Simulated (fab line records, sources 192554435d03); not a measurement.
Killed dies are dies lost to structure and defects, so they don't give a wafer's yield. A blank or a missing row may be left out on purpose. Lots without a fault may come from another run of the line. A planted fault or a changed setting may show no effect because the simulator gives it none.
One fault seen from 2 desks | flow n5_finfet | each desk has only its own numbers; what lay behind them comes last

THE TOOL OWNER'S DESK: cvd_co-02
The tool's own readings at N5_BEOL_M0_CO_CAP_123 (material Co, precursor CCTBA/H2, target thk 2 nm, time 102.1 s): means of the sampled wafers that have a number, for each lot that ran on this tool. A lot is out of limits, marked OUT, if its mean lies more than 4 standard deviations from the usual mean; the brackets give that distance.
Columns: A = heater_power_w at N5_BEOL_M0_CO_CAP_123, usual 250 W; B = run_length_s at N5_BEOL_M0_CO_CAP_123, usual 124.3 s
lot  | first seen here | A   | B
L217 | day 6 10:21     | 278 | 124.5
L219 | day 6 20:37     | 262 | 125.0
L223 | day 8 04:25     | 279 | 150.0 (+48) OUT
L224 | day 8 06:05     | 274 | 141.4 (+32) OUT
L226 | day 8 21:44     | 286 | 141.3 (+32) OUT
This desk's finding: out of limits on L223, L224, L226; first on L223, day 8 04:25 (run_length_s at N5_BEOL_M0_CO_CAP_123). In limits: L217, L219.

THE METROLOGY DESK
What the gauges read, lot by lot, whatever tool the lot ran on: means of the sampled wafers that have a number. A lot is out of limits, marked OUT, if its mean lies more than 4 standard deviations from the usual mean; the brackets give that distance. Of its 10 readings 7 are shown: those that lie furthest out on some lot.
Columns: A = DIBL_P at N5_BEOL_M4_RC_MEAS_101, usual 36.9 mV/V; B = IOFF_N at N5_BEOL_M4_RC_MEAS_101, usual 0.163 nA/um; C = IOFF_P at N5_BEOL_M4_RC_MEAS_101, usual 0.22 nA/um; D = ION_P at N5_BEOL_M4_RC_MEAS_101, usual 462 uA/um; E = SS_N at N5_BEOL_M4_RC_MEAS_101, usual 71.6 mV/dec; F = VT_N at N5_BEOL_M4_RC_MEAS_101, usual 249.8 mV; G = VT_P at N5_BEOL_M4_RC_MEAS_101, usual -250 mV
lot  | first seen here | A    | B     | C    | D   | E    | F     | G
L217 | day 8 14:24     | 37.3 | 0.176 | 0.27 | 472 | 72.0 | 247.2 | -246
L219 | day 8 20:00     | 35.3 | 0.155 | 0.25 | 474 | 71.7 | 250.1 | -243
L223 | day 9 21:25     | 37.0 | 0.166 | 0.24 | 466 | 72.2 | 249.6 | -248
L224 | day 9 23:55     | 37.0 | 0.147 | 0.18 | 453 | 71.2 | 252.5 | -255
L226 | day 11 06:46    | 38.8 | 0.193 | 0.22 | 454 | 72.1 | 246.1 | -252
L232 | day 12 12:32    | 38.4 | 0.173 | 0.22 | 464 | 71.9 | 249.3 | -250
L237 | day 13 22:02    | 36.2 | 0.149 | 0.20 | 457 | 71.9 | 252.9 | -251
This desk's finding: nothing out of limits on any of the 7 lots.

PUT TOGETHER
The tool owner's desk could have raised an alarm at day 8 04:25, on L223, L224, L226.
The metrology desk saw nothing out of limits.
The metrology desk has L223, L224, L226 on record, within its limits.
Of the lots named, all ran N5_BEOL_M0_CO_CAP_123 on cvd_co-02.

WHAT THE SIMULATOR HAD PUT IN
Process parameter drift: cvd_co-02, from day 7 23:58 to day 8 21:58, at N5_BEOL_M0_CO_CAP_123. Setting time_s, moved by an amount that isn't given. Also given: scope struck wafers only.
Lots struck among those shown: L223, L224, L226.
Hours from the fault's start to each desk's first reading out of limits: the tool owner's desk, 4.
